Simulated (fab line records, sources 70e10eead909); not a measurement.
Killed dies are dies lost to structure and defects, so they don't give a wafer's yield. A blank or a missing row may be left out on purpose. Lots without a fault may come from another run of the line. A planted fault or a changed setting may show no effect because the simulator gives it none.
fab line records | flow nand_harc
record lots=6 wafers=18 last_day=24
route steps=1159 shown A_M1@1031 A_BONDPAD@1059 END@1159
lots that met no fault: from a run of the same line without faults
start_h: hours from the record's first day to the start of the lot's first wafer shown | wait_h: hours since the lot's step before | " the same as in the row above | L1.1+2: a row that stands for several wafers | - no value, or no start given | * or withheld: withheld | < > ~ a bound
route shown NAME@n: a module of which the file shows steps, and the number in the route of the first | usual: mean/standard deviation of fault-free wafers | same: alike in all rows | chamber/n: place in a boat | sites: the reading at each site | _std_site: their standard deviation | _edge_site: outer sites' mean less inner sites' | radius_mm: how far each site lies from the wafer's centre | mask NAME#n: copy n | behind: the tool/chamber that last shaped the wafer | hold: why the lot was held/for how many hours/how that ended | device: the transistor (n, p or np) that didn't switch | end of line: the same wafers' tests at the end of the route | a step without rows: its recipe alone | killed: dies lost to structure and defects at the first sort, not the wafer's yield | map: a wafer's dies, x killed, . not, _ none there
set.NAME: the setting as run; set.NAME@STEP: as run at that earlier step | model.NAME: the simulator's own value behind a step, which no gauge read
lots at some steps of the route; a table a step, a row a wafer
services: from which hour (start_h, from the record's first day; less than 0 if before it) a tool's chamber was out of use, for how many hours, and why
## steps
# step NHARC_A_M1_SOFTBAKE_04
# recipe temp_c=105 time_s=55
# step NHARC_A_M1_EBR_05
# step NHARC_A_M1_EXPOSE_06
# recipe na=1.35 target_cd_nm=120 dose_mj=75.13 mask_id=A_M1
# step NHARC_A_M1_PEB_07
# recipe peb_temp_c=100 peb_time_s=65
# step NHARC_A_M1_DEVELOP_08
# recipe develop_time_s=35 dev_temp_c=23
# step NHARC_A_M1_CD_MEAS_09
# recipe target_cd_nm=120 landing_energy_ev=500
# usual cd_nm=120.1/0.71
# columns lot.wafer tool chamber start_h wait_h cd_nm
L628.2 cd_sem-02 0 398.41 - 121.6
L628.3 " 0 " " 120.6
L628.5 " 0 " " 120.6
L632.1 cd_sem-01 0 443.35 - 120.5
L632.2 " 0 " " 119.6
L632.3 " 0 " " 118.7
L637.2 cd_sem-03 0 465.24 - 120.1
L637.4 " 0 " " 119.9
L637.6 " 0 " " 119.9
L639.1 cd_sem-02 0 480.39 - 120.3
L639.4 " 0 " " 120.6
L639.6 " 0 " " 121.0
L644.2 cd_sem-01 0 512.87 - 120.1
L644.4 " 0 " " 120.0
L644.6 " 0 " " 119.7
L650.2 cd_sem-03 0 527.73 - 119.7
L650.3 " 0 " " 119.1
L650.5 " 0 " " 119.0
# step NHARC_A_M1_OVL_MEAS_10
# recipe pitch_nm=240
# usual overlay_x_nm=0.0/0.94 overlay_y_nm=-0.1/0.78
# columns lot.wafer tool chamber start_h wait_h overlay_x_nm overlay_y_nm
L628.2 overlay-02 - 398.49 - -1.4 0.4
L628.3 " - " " -1.3 0.3
L628.5 " - " " -1.4 0.4
L632.1 overlay-01 - 443.44 - -1.2 -0.6
L632.2 " - " " -0.8 -0.9
L632.3 " - " " -1.1 -1.0
L637.2 overlay-01 - 465.32 - -0.6 1.0
L637.4 " - " " -0.2 1.1
L637.6 " - " " -0.7 1.0
L639.1 overlay-02 - 480.48 - 1.4 -1.1
L639.4 " - " " 1.3 -0.5
L639.6 " - " " 1.6 -1.0
L644.2 overlay-02 - 512.97 - -0.6 0.7
L644.4 " - " " -0.7 1.3
L644.6 " - " " -1.4 1.7
L650.2 overlay-01 - 527.83 - 0.0 0.5
L650.3 " - " " 0.2 -0.1
L650.5 " - " " -0.1 -0.1
# step NHARC_A_M1_INSPECT_11
# usual raw_defect_count=32/17
# columns lot.wafer tool chamber start_h wait_h raw_defect_count
L628.2 defect_inspect-01 - 398.53 0.0 24
L628.3 " - " " 11
L628.5 " - " " 32
L632.1 defect_inspect-01 - 443.49 0.1 37
L632.2 " - " " 47
L632.3 " - " " 39
L637.2 defect_inspect-01 - 465.36 0.0 64
L637.4 " - " " 41
L637.6 " - " " 41
L639.1 defect_inspect-01 - 480.53 0.1 47
L639.4 " - " " 51
L639.6 " - " " 49
L644.2 defect_inspect-01 - 513.01 0.0 22
L644.4 " - " " 30
L644.6 " - " " 33
L650.2 defect_inspect-01 - 527.87 0.0 18
L650.3 " - " " 14
L650.5 " - " " 14
# step NHARC_A_M1_DESCUM_14
# recipe time_s=3 o2_flow_sccm=200 ar_flow_sccm=0 bias_power_w=0 chemistry=O2
# step NHARC_A_M1_ETCH_35
# recipe target_depth_a=400 overetch_a=120 time_s=43.94 ion_energy_ev=200 n2_flow_sccm=150 h2_flow_sccm=150 ar_flow_sccm=0 rf_w=400 bias_w=150 chemistry=N2/H2
# step NHARC_A_M1_ETCH_15
# recipe target_depth_a=1825 time_s=91.2 c4f8_flow_sccm=withheld ar_flow_sccm=400 rf_w=600 bias_w=300 chemistry=C4F8/Ar
# usual chamber_pressure_mTorr=25.000/0.022 oes_product_au=0.956/0.021 rf_vpp_V=440.4/2.7
# columns lot.wafer tool chamber start_h wait_h chamber_pressure_mTorr oes_product_au rf_hours_counter_h rf_vpp_V
L628.2 rie_diel-10 0 - - 24.993 0.976 1 441.4
L628.3 " 2 " " 24.976 0.968 1 440.4
L628.5 " 0 " " 25.012 0.975 - 442.1
L632.2 rie_diel-06 3 - - 24.983 0.972 1 435.6
L632.1 " 1 " " 25.013 0.954 1 436.5
L632.3 " 2 " " 24.986 0.967 2 437.4
L637.2 rie_diel-05 2 - - 25.047 0.972 6 440.7
L637.4 " 1 " " 25.021 0.971 6 440.9
L637.6 " 3 " " 24.995 0.993 - 440.9
L639.4 rie_diel-06 1 - - 24.992 0.960 5 437.0
L639.1 " 2 " " 24.949 0.951 4 439.7
L639.6 " 1 " " 25.017 0.969 - 436.0
L644.2 rie_diel-05 2 - - 24.984 0.944 10 441.3
L644.4 " 1 " " 24.987 0.944 - 441.2
L644.6 " 2 " " 25.064 0.953 - 440.2
L650.2 rie_diel-05 1 - - 25.019 0.980 0 440.5
L650.3 " 2 " " 25.031 0.980 0 441.3
L650.5 " 2 " " 25.027 0.970 - 440.1
# step NHARC_A_M1_CD_MEAS_16
# usual cd_nm=120.0/0.93
# columns lot.wafer tool chamber start_h wait_h cd_nm
L628.2 cd_sem-03 - 398.90 - 120.4
L628.3 " - " " 120.6
L628.5 " - " " 120.4
L632.1 cd_sem-01 - 443.87 - 120.1
L632.2 " - " " 120.8
L632.3 " - " " 118.9
L637.2 cd_sem-01 - 465.73 - 119.6
L637.4 " - " " 119.8
L637.6 " - " " 118.7
L639.1 cd_sem-01 - 480.90 - 119.7
L639.4 " - " " 120.8
L639.6 " - " " 120.8
L644.2 cd_sem-02 - 513.42 - 119.4
L644.4 " - " " 119.6
L644.6 " - " " 119.3
L650.2 cd_sem-02 - 528.24 - 120.9
L650.3 " - " " 119.6
L650.5 " - " " 119.4
# step NHARC_A_M1_STRIP_18
# recipe power_w=1000 n2_flow_sccm=150 h2_flow_sccm=150 ar_flow_sccm=0 bias_w=0 chemistry=N2/H2
# usual chamber_pressure_mTorr=29.999/0.028 drypump_motor_current_A=5.5/0.4 h2_flow_sccm=149.9/0.45 oes_product_au=1.003/0.0081 rf_vpp_V=90.7/1 showerhead_plenum_p_Torr=2.04/0.096 throttle_valve_pct=14.172/0.0093
# columns lot.wafer tool chamber start_h wait_h chamber_pressure_mTorr drypump_motor_current_A h2_flow_sccm oes_product_au rf_hours_counter_h rf_vpp_V showerhead_plenum_p_Torr throttle_valve_pct
L628.3 rie_diel-10 2 399.00 0.1 30.002 6.2 150.0 1.010 1 90.2 2.02 14.158
L628.2 " 0 " " 29.995 5.2 150.4 1.004 1 90.1 2.07 14.160
L628.5 " 2 " " 29.985 6.2 149.6 1.009 - 90.3 2.02 14.184
L632.2 rie_diel-10 3 443.94 0.1 29.992 5.4 150.3 0.997 2 92.4 2.13 14.159
L632.1 " 0 " " 30.000 5.2 150.5 0.993 2 91.0 2.07 14.189
L632.3 " 1 " " 29.987 4.9 149.8 1.009 2 92.4 2.18 14.166
L637.2 rie_diel-05 0 465.80 0.1 29.961 5.2 150.1 1.008 6 90.7 2.14 14.178
L637.4 " 2 " " 30.014 5.5 149.2 1.020 6 90.7 2.05 14.160
L637.6 " 1 " " 29.984 5.6 150.5 0.998 - 90.7 2.02 14.166
L639.4 rie_diel-05 2 481.03 0.1 30.021 5.5 149.7 1.015 8 91.4 2.05 14.174
L639.1 " 3 " " 29.983 5.4 149.3 1.017 9 90.0 2.04 14.176
L639.6 " 0 " " 30.062 5.2 150.5 1.008 - 91.1 2.14 14.154
L644.2 rie_diel-05 1 513.53 0.1 30.012 5.6 149.8 1.013 10 90.9 2.02 14.170
L644.4 " 1 " " 29.977 5.6 149.6 1.016 - 90.2 2.02 14.169
L644.6 " 2 " " 29.982 5.5 149.8 1.030 - 89.1 2.05 14.157
L650.2 rie_diel-06 1 528.34 0.1 30.000 6.0 150.5 1.005 8 88.2 1.88 14.182
L650.3 " 2 " " 30.023 5.6 150.4 1.002 8 90.1 1.93 14.155
L650.5 " 1 " " 29.987 6.0 150.4 1.000 - 87.8 1.88 14.170
# step NHARC_A_M1_ETCH_28
# recipe target_depth_a=300 over_etch_frac=0.3 time_s=72.99 ion_energy_ev=150 cf4_flow_sccm=50 n2_flow_sccm=100 ar_flow_sccm=150 rf_w=300 bias_w=100 chemistry=CF4/N2
# usual chamber_pressure_mTorr=30.001/0.026 drypump_motor_current_A=5.5/0.4 oes_product_au=1.003/0.0084 rf_vpp_V=314.0/2.1 showerhead_plenum_p_Torr=2.62/0.11 throttle_valve_pct=19.793/0.0089
# columns lot.wafer tool chamber start_h wait_h chamber_pressure_mTorr drypump_motor_current_A oes_product_au rf_hours_counter_h rf_vpp_V showerhead_plenum_p_Torr throttle_valve_pct
L628.2 rie_diel-10 2 - - 29.969 6.2 1.007 1 312.2 2.60 19.784
L628.3 " 1 " " 29.988 4.9 1.000 1 317.1 2.79 19.788
L628.5 " 2 " " 29.983 6.2 1.009 - 313.5 2.60 19.776
L632.1 rie_diel-10 3 - - 30.035 5.4 1.003 2 315.0 2.74 19.793
L632.3 " 0 " " 29.969 5.2 0.996 2 313.6 2.66 19.787
L632.2 " 1 " " 29.956 4.9 1.006 2 318.6 2.79 19.776
L637.2 rie_diel-05 3 - - 29.964 5.4 1.014 7 314.5 2.63 19.807
L637.4 " 0 " " 29.986 5.2 1.000 6 316.3 2.74 19.792
L637.6 " 2 " " 30.041 5.5 1.012 - 315.8 2.64 19.792
L639.1 rie_diel-05 2 - - 29.980 5.5 1.014 8 314.5 2.64 19.794
L639.4 " 1 " " 29.988 5.6 1.004 8 314.0 2.60 19.799
L639.6 " 3 " " 30.017 5.4 1.015 - 314.4 2.62 19.776
L644.2 rie_diel-05 2 - - 29.941 5.5 1.021 10 314.4 2.64 19.794
L644.6 " 2 " " 30.023 5.5 1.023 - 314.5 2.64 19.799
L644.4 " 1 " " 30.027 5.6 1.010 - 313.2 2.60 19.776
L650.3 rie_diel-06 2 - - 29.973 5.7 1.003 8 313.0 2.50 19.796
L650.2 " 0 " " 29.959 5.9 1.005 8 315.3 2.73 19.796
L650.5 " 2 " " 30.048 5.7 1.016 - 312.5 2.50 19.793
# step NHARC_A_M1_STRIP_19
# recipe time_s=600 temp_c=30 chemistry=post_etch_residue_remover
# step NHARC_A_M1_DEGAS_29
# recipe temp_c=250 time_s=60
# step NHARC_A_M1_PRE_CLEAN_30
# recipe time_s=30 temp_c=280 gas=H2/He
# usual heater_power_w=412/28
# columns lot.wafer tool chamber start_h wait_h heater_power_w
L628.2 pvd_sputter-03 - - - 388
L628.3 " - " " 398
L628.5 " - " " 387
L632.3 pvd_sputter-02 - - - 396
L632.2 " - " " 414
L632.1 " - " " 431
L637.2 pvd_sputter-01 - - - 464
L637.4 " - " " 359
L637.6 " - " " 480
L639.1 pvd_sputter-01 - - - 471
L639.4 " - " " 426
L639.6 " - " " 438
L644.4 pvd_sputter-02 - - - 380
L644.2 " - " " 408
L644.6 " - " " 403
L650.2 pvd_sputter-02 - - - 396
L650.3 " - " " 386
L650.5 " - " " 398
# step NHARC_A_M1_PVD_20
# recipe target_thk_a=50 bias_v=168.6 power_w=15000 chamber_pressure_pa=0.12 time_s=8.06 substrate_temp_c=50 material=TaN
# usual throttle_valve_pct=29.6/1.2
# columns lot.wafer tool chamber start_h wait_h throttle_valve_pct
L628.2 pvd_sputter-03 - - - 31.1
L628.3 " - " " 30.5
L628.5 " - " " 30.9
L632.1 pvd_sputter-02 - - - 29.3
L632.3 " - " " 26.9
L632.2 " - " " 28.8
L637.2 pvd_sputter-01 - - - 28.2
L637.4 " - " " 29.1
L637.6 " - " " 28.3
L639.4 pvd_sputter-01 - - - 29.0
L639.1 " - " " 30.1
L639.6 " - " " 29.0
L644.2 pvd_sputter-02 - - - 29.6
L644.4 " - " " 28.9
L644.6 " - " " 28.2
L650.2 pvd_sputter-02 - - - 28.5
L650.3 " - " " 29.8
L650.5 " - " " 27.1
# step NHARC_A_M1_PVD_21
# recipe target_thk_a=300 chamber_pressure_pa=5 power_w=5000 substrate_temp_c=30 time_s=20.49 material=Cu
# usual throttle_valve_pct=29.6/1.3
# columns lot.wafer tool chamber start_h wait_h throttle_valve_pct
L628.2 pvd_sputter-03 - - - 30.6
L628.3 " - " " 31.3
L628.5 " - " " 30.7
L632.2 pvd_sputter-02 - - - 29.5
L632.3 " - " " 27.1
L632.1 " - " " 29.0
L637.2 pvd_sputter-01 - - - 28.2
L637.4 " - " " 29.9
L637.6 " - " " 29.7
L639.1 pvd_sputter-01 - - - 28.2
L639.4 " - " " 28.9
L639.6 " - " " 30.0
L644.4 pvd_sputter-02 - - - 29.7
L644.2 " - " " 27.4
L644.6 " - " " 29.9
L650.3 pvd_sputter-02 - - - 28.2
L650.2 " - " " 29.9
L650.5 " - " " 28.8
# step NHARC_A_M1_ECD_22
# recipe target_thk_a=4000 bath_temp_c=25 material=Cu
# step NHARC_A_M1_ANNEAL_31
# recipe temp_c=225 time_s=90
# step NHARC_A_M1_CMP_23
# recipe t_overpolish_s=20 target_thk_nm=154.34
# step NHARC_A_M1_THK_MEAS_24
# recipe thk_meas_gauge=xrf
# usual thk_nm=154.6/1.5
# columns lot.wafer tool chamber start_h wait_h thk_nm
L628.2 film_metro-02 - 401.01 - 153.7
L628.3 " - " " 155.8
L628.5 " - " " 153.7
L632.1 film_metro-02 - 446.01 - 155.7
L632.2 " - " " 154.3
L632.3 " - " " 157.0
L637.2 film_metro-01 - 468.12 - 151.5
L637.4 " - " " 154.4
L637.6 " - " " 155.5
L639.1 film_metro-02 - 483.02 - 155.8
L639.4 " - " " 155.9
L639.6 " - " " 155.9
L644.2 film_metro-01 - 515.60 - 157.2
L644.4 " - " " 155.2
L644.6 " - " " 155.9
L650.2 film_metro-01 - 530.36 - 156.2
L650.3 " - " " 158.0
L650.5 " - " " 156.7
# step NHARC_A_M1_SRD_25
# step NHARC_A_M1_PRE_CLEAN_32
# recipe time_s=12 temp_c=370 rf_power_w=300 gas=NH3
# step NHARC_A_M1_DEP_33
# recipe target_thk_a=300 temp_c=370 target_thk_nm=30 pressure_torr=3 flow_sccm=200 rf_w=450 material=SiCN
# step NHARC_A_BONDPAD_DEP_00
# recipe target_thk_a=2500 temp_c=370 target_thk_nm=250 pressure_torr=3 flow_sccm=200 rf_w=450 material=SiCN
# step NHARC_A_BONDPAD_CMP_29
# recipe target_thk_nm=200 material=SiCN
# step NHARC_A_BONDPAD_THK_MEAS_30
# recipe thk_meas_gauge=ellipsometry
# usual thk_nm=200.9/1.6
# columns lot.wafer tool chamber start_h wait_h thk_nm
L628.2 film_metro-02 - 402.53 0.2 201.6
L628.3 " - " " 203.0
L628.5 " - " " 201.2
L632.1 film_metro-02 - 447.52 0.2 200.1
L632.2 " - " " 201.0
L632.3 " - " " 199.7
L637.2 film_metro-01 - 469.66 0.2 201.5
L637.4 " - " " 202.7
L637.6 " - " " 200.9
L639.1 film_metro-02 - 484.94 0.2 200.1
L639.4 " - " " 199.3
L639.6 " - " " 198.4
L644.2 film_metro-02 - 517.48 0.2 204.4
L644.4 " - " " 201.8
L644.6 " - " " 202.8
L650.2 film_metro-01 - 531.88 0.2 200.8
L650.3 " - " " 202.2
L650.5 " - " " 199.5
# step NHARC_A_BONDPAD_SRD_31
# step NHARC_A_BONDPAD_DEHYDRATE_01
# recipe temp_c=150 time_s=120
# step NHARC_A_BONDPAD_HMDS_02
# recipe time_s=30
# step NHARC_A_BONDPAD_COAT_33
# recipe temp_c=200 time_s=65
# step NHARC_A_BONDPAD_COAT_03
# recipe spin_rpm=2000 resist_thk_nm=600
# step NHARC_A_BONDPAD_SOFTBAKE_04
# recipe temp_c=125 time_s=70
# step NHARC_A_BONDPAD_EBR_05
# step NHARC_A_BONDPAD_EXPOSE_06
# recipe na=0.55 dose_mj=36.99 mask_id=A_BPAD
# step NHARC_A_BONDPAD_PEB_07
# recipe peb_temp_c=128 peb_time_s=80
# step NHARC_A_BONDPAD_DEVELOP_08
# recipe time_s=50 dev_temp_c=22
# step NHARC_A_BONDPAD_CD_MEAS_09
# recipe target_cd_nm=500 landing_energy_ev=500
# usual cd_nm=498.7/1.8
# columns lot.wafer tool chamber start_h wait_h cd_nm
L628.2 cd_sem-01 0 402.97 - 501.7
L628.3 " 0 " " 502.6
L628.5 " 0 " " 501.1
L632.1 cd_sem-02 0 447.96 - 501.4
L632.2 " 0 " " 499.3
L632.3 " 0 " " 502.9
L637.2 cd_sem-02 0 474.18 - 498.3
L637.4 " 0 " " 496.9
L637.6 " 0 " " 497.2
L639.1 cd_sem-02 0 485.51 - 496.2
L639.4 " 0 " " 495.1
L639.6 " 0 " " 497.1
L644.2 cd_sem-03 0 517.92 - 498.2
L644.4 " 0 " " 498.8
L644.6 " 0 " " 496.5
L650.2 cd_sem-01 0 532.45 - 493.3
L650.3 " 0 " " 499.2
L650.5 " 0 " " 495.9
# step NHARC_END_SORT_01
# recipe temp_c=25
# usual defect_limited_yield=95.2/1.9 killed_at_array=29/13 killed_at_other=0.7/1 killed_at_periphery=3.2/2.3 killed_dies=33/13 killed_open=3.3/1.7 killed_short=2.0/1.5 sort_bin_2_pct=1.5/0.8 sort_bin_3_pct=0.27/0.22 sort_bin_4_pct=3.0/1.1 sort_n_pass=644/13 sort_rim_yield_pct=96.0/2.9 sort_yield_pct=95.2/1.9
# same gross_dies=677 sort_bin_5_pct[%]=0 sort_bin_6_pct[%]=0 sort_bin_7_pct[%]=0 sort_bin_8_pct[%]=0 sort_rim_n_gross=106.00
# columns lot.wafer tool chamber start_h wait_h defect_limited_yield[%] killed_at_array killed_at_other killed_at_periphery killed_dies killed_open killed_short sort_bin_2_pct[%] sort_bin_3_pct[%] sort_bin_4_pct[%] sort_n_pass sort_rim_yield_pct[%] sort_yield_pct[%]
L637.2 prober-02 0 506.42 2.8 91.9 54 0 1 55 3 4 3.5 0.30 4.3 622 89.6 91.9
L637.4 prober-02 0 508.00 3.4 93.5 40 1 3 44 3 5 1.8 0.15 4.6 633 94.3 93.5
L637.6 prober-02 0 509.58 3.9 93.6 39 1 3 43 3 10 2.1 0.44 3.8 634 87.7 93.6
L639.1 prober-01 0 518.21 2.5 84.6 101 1 2 104 3 1 6.9 1.77 6.6 573 93.4 84.6
L639.4 prober-01 0 520.57 3.3 82.0 120 0 2 122 2 0 8.6 1.92 7.5 555 100.0 82.0
L639.6 prober-01 0 522.15 3.9 85.7 92 0 5 97 6 2 6.5 1.62 6.2 580 92.5 85.7
L644.2 prober-01 0 549.04 2.8 85.8 94 1 1 96 2 3 5.0 3.10 6.1 581 98.1 85.8
L644.4 prober-01 0 550.65 3.4 83.6 110 0 1 111 4 1 6.1 2.51 7.8 566 95.3 83.6
L644.6 prober-01 0 552.25 4.0 84.5 103 0 2 105 3 3 6.9 1.48 7.1 572 98.1 84.5
# killed by level:class
L637.2 A_CHANNEL_HOLE_D1:chamber_film_flake=16 A_SLIT:chamber_film_flake=15 A_STAIRCASE:chamber_film_flake=8 A_CONTACT:chamber_film_flake=6 A_CHANNEL_FILL_D1:geometric_particle:open=2 A_CHANNEL_FILL_D1:geometric_particle:short=1 A_WL_FILL:geometric_particle:short=1 A_CONTACT:geometric_particle:short=1
L637.4 A_CHANNEL_HOLE_D1:chamber_film_flake=16 A_SLIT:chamber_film_flake=13 A_CONTACT:chamber_film_flake=4 A_CHANNEL_FILL_D1:geometric_particle:short=2 P_M1:geometric_particle:open=1 A_CHANNEL_FILL_D1:geometric_particle:open=1 A_SGD_CUT:geometric_particle:short=1 A_M0:geometric_particle:short=1
L637.6 A_CHANNEL_HOLE_D1:chamber_film_flake=15 A_SLIT:chamber_film_flake=10 A_ONON_D1:geometric_particle:short=2 A_CHANNEL_FILL_D1:geometric_particle:short=2 A_ZERO_WELL:chamber_film_flake=2 P_CONTACT:geometric_particle:short=1 P_M0:geometric_particle:short=1 P_M0:geometric_particle:open=1
L639.1 A_M1:unspecified=66 A_CHANNEL_HOLE_D1:chamber_film_flake=22 A_SLIT:chamber_film_flake=9 P_CONTACT:geometric_particle:open=1 A_ONON_D1:geometric_particle:open=1 A_ONON_D1:geometric_particle:short=1 P_ZERO_WELL:chamber_film_flake=1 STARTING-WAFER:geometric_particle:open=1
L639.4 A_M1:unspecified=74 A_CHANNEL_HOLE_D1:chamber_film_flake=23 A_SLIT:chamber_film_flake=20 P_CONTACT:geometric_particle:open=1 A_ONON_D1:geometric_particle:open=1 P_M2:chamber_film_flake=1 A_ZERO_WELL:chamber_film_flake=1 A_CONTACT:chamber_film_flake=1
L639.6 A_M1:unspecified=68 A_SLIT:chamber_film_flake=13 A_CHANNEL_HOLE_D1:chamber_film_flake=6 P_CONTACT:geometric_particle:open=3 P_GATE:geometric_particle:short=1 P_CONTACT:geometric_particle:short=1 A_ONON_D1:geometric_particle:open=1 A_WL_FILL:geometric_particle:open=1
L644.2 A_M1:unspecified=75 A_CHANNEL_HOLE_D1:chamber_film_flake=14 A_ONON_D1:geometric_particle:open=1 A_ONON_D1:geometric_particle:short=1 A_BLC:geometric_particle:open=1 A_M1:geometric_particle:short=1 P_STI:chamber_film_flake=1 STARTING-WAFER:geometric_particle:short=1
L644.4 A_M1:unspecified=82 A_CHANNEL_HOLE_D1:chamber_film_flake=23 P_M0:geometric_particle:open=1 A_ONON_D1:geometric_particle:open=1 A_CONTACT:geometric_particle:short=1 A_BLC:geometric_particle:open=1 A_M1:geometric_particle:open=1 A_CONTACT:chamber_film_flake=1
L644.6 A_M1:unspecified=74 A_CHANNEL_HOLE_D1:chamber_film_flake=22 A_WL_FILL:geometric_particle:short=2 P_M0:geometric_particle:open=1 A_ONON_D1:geometric_particle:short=1 A_SGD_CUT:geometric_particle:open=1 A_WL_FILL:geometric_particle:open=1 P_STI:chamber_film_flake=1
# map L639.4 (x killed, . not)
____________.____________
_________......._________
_______..........._______
______.............______
_____..............._____
____.................____
____.................____
___...................___
___.....x.............___
__.....................__
__.....x.....x.x..x....__
_....xxxx.xx....xx......_
_.....xxxxxx...xxx......_
_....xxxxxxx.x.xx......._
_.....xxxxxx.....xx....._
_....xxxxxxx...xxx......_
....xxxxxxxxx............
...x.xxxxxxx..xxxx.x.....
......xxxxxxx..x.........
......xxxxxxx............
......xxxxxx.............
_......xx..............._
_.....x..x.............._
_......................._
_.........x............._
_......................._
__...........x...x.....__
__..........xxxx.......__
___..........x.x......___
___..........xxxx.x...___
____........xxx.x....____
____..........xxxx...____
_____........x.xx..._____
______.............______
_______..........._______
_________......._________
____________.____________
# map L644.4 (x killed, . not)
____________.____________
_________......._________
_______.......x..._______
______.............______
_____..............._____
____....x............____
____.................____
___..xxxx.............___
___..xx..xx...........___
__...xxx.xx............__
__..xxxxxx.............__
_..xxxxxxx.x...........x_
_..xxxxxxx.x............_
_.xxxxxxxxx............x_
_...xxxxxxxx............_
_..xxxxxxxx............._
....xxxxxxx..............
...xxxxxxxx..............
....x..xx................
......x.x................
.........................
_......x............x..._
_......................._
_......................._
_.............x........._
_......................._
__x.............x......__
__.....................__
___.........x.xxxx....___
___..........xxxx..x..___
____...........xxx...____
____...........xxxx..____
_____..........xx..._____
______.......x.....______
_______........x.x_______
_________......._________
____________.____________
## services
# columns tool chamber start_h hours kind
pvd_sputter-02 - 392.05 10.0 pm
rie_diel-06 0 392.97 1.4 repair
rie_diel-05 0 398.77 - clean
rie_diel-05 1 398.77 - clean
rie_diel-05 2 398.77 - clean
rie_diel-05 3 398.77 - clean
rie_diel-05 2 409.45 5.8 repair
pvd_sputter-01 - 413.62 4.7 repair
rie_diel-05 3 413.96 3.0 repair
pvd_sputter-02 - 416.34 1.0 repair
rie_diel-06 0 417.45 6.4 repair
rie_diel-06 - 418.20 9.0 pm
pvd_sputter-02 - 420.97 1.0 repair
rie_diel-05 0 423.27 - clean
pvd_sputter-03 - 458.00 10.0 pm
rie_diel-10 2 467.78 4.6 repair
rie_diel-06 - 476.07 0.1 repair
rie_diel-10 0 478.53 10.4 repair
rie_diel-06 0 500.13 7.5 repair
pvd_sputter-02 - 508.30 4.1 repair
rie_diel-05 0 511.62 15.7 repair
pvd_sputter-01 - 514.02 10.0 pm
rie_diel-05 - 517.29 0.2 repair
rie_diel-05 - 517.74 9.0 pm
## key
first_sign step=NHARC_END_SORT_01 reading=killed_at_array direction=up sigmas=5.8 usual=29 struck=103
effect step=NHARC_END_SORT_01 reading=defect_limited_yield direction=down sigmas=5.7 usual=95.2 struck=84.4
more_kills_born_at NHARC_A_M1_STRIP_18@rie_diel-05=439
met_at NHARC_A_M1_STRIP_18
struck_wafers L639.1,L639.4,L639.6,L644.2,L644.4,L644.6
onset_between 465.80 481.03
also_fits NHARC_A_M1_ETCH_28:rie_diel-05
fault kind=chamber_particle_source tool=rie_diel-05 chamber=- onset_h=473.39 steps=NHARC_A_M1_STRIP_18 rate_per_visit_cm2=0.46215 end_h=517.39
